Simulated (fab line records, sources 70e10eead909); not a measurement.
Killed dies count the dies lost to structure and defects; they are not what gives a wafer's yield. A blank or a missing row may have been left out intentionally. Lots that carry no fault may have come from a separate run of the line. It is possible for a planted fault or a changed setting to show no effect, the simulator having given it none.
A struck lot beside a sound one | flow nand_harc | 22 out of 1302 route steps
Sound: wafers L716.1, L716.4, L716.6. Struck: wafers L730.2, L730.3, L730.6. The cause comes at the end.
Each step with rows lists, per side, the tool, then ch with its chambers, then its first start. Under that, the readings that differ: sound wafers | struck wafers | difference of the means | sigmas: that difference in standard deviations of wafers without a fault.
alike: a reading whose means differ by less than 2 such deviations, as well as words and numbers matching on both sides. not compared: withheld readings; readings where some wafer has no value; bounds like >300 that might hide an equal value; numbers whose values overlap and for which the record gives no deviation.
The two part at a step that has a row with sigmas, a row that says differs or no value, or rows on one side only. Non-overlapping numbers with no deviation appear without sigmas and do not part them. A reading that every wafer of one side lacks parts them only if that side has two wafers or more.

first, 5 steps without rows for these wafers: NHARC_P_GATE_STRIP_15 (strips in SPM, time 780 s); NHARC_P_GATE_PRECLEAN_71 (cleans in SC1); NHARC_P_GATE_SRD_72; NHARC_P_GATE_OXIDE_16 (material SiO2, target thk 3 nm, ox time 392 s); NHARC_P_GATE_CVD_17 (deposits poly-Si, target thk 150 nm, time 900 s).
NHARC_P_GATE_HM_DEP_102: deposits aC, target thk 120 nm.
  sound on acl_dep-01 ch 0, day 7 07:49; struck on acl_dep-02 ch 0, day 13 06:53
  alike: throttle_valve_pct
NHARC_P_GATE_DEP_103: deposits SiON, target thk 30 nm.
  sound on pecvd-03 ch 0,2, day 7 08:32; struck on pecvd-02 ch 0,2, day 13 07:29
  alike: heater_power_w
then, 5 steps without rows for these wafers: NHARC_P_GATE_DEHYDRATE_18 (time 120 s); NHARC_P_GATE_HMDS_19 (time 30 s); NHARC_P_GATE_COAT_20 (resist thk 90 nm); NHARC_P_GATE_SOFTBAKE_21 (time 55 s); NHARC_P_GATE_EBR_22.
NHARC_P_GATE_EXPOSE_23: exposes mask P GATE, target cd 120 nm.
  sound on arfi_scanner-03 ch 0, day 7 09:01; struck on arfi_scanner-01 ch 0, day 13 08:00
  reading              | sound             | struck            | difference | sigmas
  exposure_dose_mJ_cm2 | 93.96 93.92 94.04 | 96.04 96.04 96.05 | +2.07      | +21
  alike: mask
then, 2 steps without rows for these wafers: NHARC_P_GATE_PEB_24 (peb time 65 s); NHARC_P_GATE_DEVELOP_25 (develop time 35 s).
NHARC_P_GATE_CD_MEAS_26: target cd 120 nm.
  sound on cd_sem-02 ch 0, day 7 09:09; struck on cd_sem-03 ch 0, day 13 08:08
  alike: cd_nm
NHARC_P_GATE_OVL_MEAS_27:
  struck on overlay-01, day 13 08:13; sound on overlay-02, day 7 09:14
  alike: overlay_x_nm, overlay_y_nm
NHARC_P_GATE_INSPECT_28:
  struck on defect_inspect-02, day 13 08:16; sound on defect_inspect-02, day 7 09:17
  alike: raw_defect_count
NHARC_P_GATE_DESCUM_31: chemistry O2, time 3 s.
  sound on rie_diel-10 ch 0,1,3, day 7 09:21; struck on rie_diel-11 ch 0,1, day 13 08:19
  alike: drypump_motor_current_A, oes_product_au, rf_vpp_V, showerhead_plenum_p_Torr, throttle_valve_pct
  not compared: rf_hours_counter_h, model.P_GATE.cd_nm
NHARC_P_GATE_ETCH_104: etches the open film in CF4/CHF3, target depth 60 nm.
  sound on rie_diel-10 ch 0,2,3, day 7 09:26; struck on rie_diel-11 ch 1,3, day 13 08:25
  reading                 | sound             | struck            | difference | sigmas
  model.P_GATE.cd_nm (nm) | 119.9 119.7 119.7 | 119.3 118.9 119.3 | -0.6       |
  alike: drypump_motor_current_A, oes_product_au, rf_vpp_V, showerhead_plenum_p_Torr, throttle_valve_pct
NHARC_P_GATE_HM_OPEN_105: chemistry O2/COS, target depth 360 nm.
  sound: rie_diel-10 ch 0,1,3; struck: rie_diel-11 ch 1,3
  alike: drypump_motor_current_A, oes_product_au, rf_vpp_V, showerhead_plenum_p_Torr, throttle_valve_pct
  not compared: rf_hours_counter_h
NHARC_END_SORT_01:
  the record has rows for the sound wafers here (prober-01 ch 0, day 26 18:53) and none for the struck ones

## WHERE THEY PART
Earliest at NHARC_P_GATE_EXPOSE_23; latest, in this record, at NHARC_END_SORT_01.

WHY: whatever the simulator had introduced
Process parameters drifting: arfi_scanner-01 at NHARC_P_GATE_EXPOSE_23, beginning at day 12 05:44. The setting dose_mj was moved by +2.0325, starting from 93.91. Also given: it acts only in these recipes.
